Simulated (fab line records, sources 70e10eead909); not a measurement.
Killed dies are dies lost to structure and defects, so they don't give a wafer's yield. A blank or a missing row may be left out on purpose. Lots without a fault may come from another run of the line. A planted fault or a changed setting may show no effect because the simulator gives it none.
Chamber matching | flow nand_harc | NHARC_A_CHANNEL_HOLE_D2_ETCH_44 on rie_diel-01: 4 sister chambers
The step etches the open film in CF4/O2, target depth 140 nm, overetch 14 nm, time 77 s. 4 wafers are shown with their chamber, then 11 later ones without.

WAFERS WITH THEIR CHAMBER
wafer  | chamber | drypump_motor_current_A (A)
L087.4 | 0       | 5.3
L089.3 | 3       | 5.3
L088.5 | 1       | 6.6
L091.2 | 2       | 5.6

WAFERS WITHOUT THEIR CHAMBER
wafer  | drypump_motor_current_A (A)
L091.3 | 5.3
L091.5 | 5.6
L090.1 | 5.3
L090.2 | 5.6
L090.6 | 5.3
L092.4 | 5.3
L092.5 | 6.6
L092.6 | 5.3
L096.2 | 5.3
L096.5 | 5.3
L096.6 | 5.5

WHICH CHAMBER EACH WENT THROUGH
wafer  | from the rows above     | in truth
L091.3 | can't be placed: 0 or 3 | 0
L091.5 | 2                       | 2
L090.1 | can't be placed: 0 or 3 | 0
L090.2 | 2                       | 2
L090.6 | can't be placed: 0 or 3 | 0
L092.4 | can't be placed: 0 or 3 | 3
L092.5 | 1                       | 1
L092.6 | can't be placed: 0 or 3 | 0
L096.2 | can't be placed: 0 or 3 | 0
L096.5 | can't be placed: 0 or 3 | 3
L096.6 | 2                       | 2
Placed correctly: 4 of 11. Can't be placed from these rows: 7 (the true chamber is among the candidates in 7). Placed wrongly: 0.
How it was worked out, from the rows above alone: a wafer's distance from a chamber is the root of the sum, over the readings, of the square of ((its reading less the chamber's mean) divided by the reading's scatter). The wafer belongs to the nearest chamber; if the next one is less than 2 further off, it can't be placed. A chamber's mean is the mean of its shown wafers. The scatter: with one shown wafer a chamber, the root of the mean of the squares of how far each hidden wafer lies from its nearest shown one.
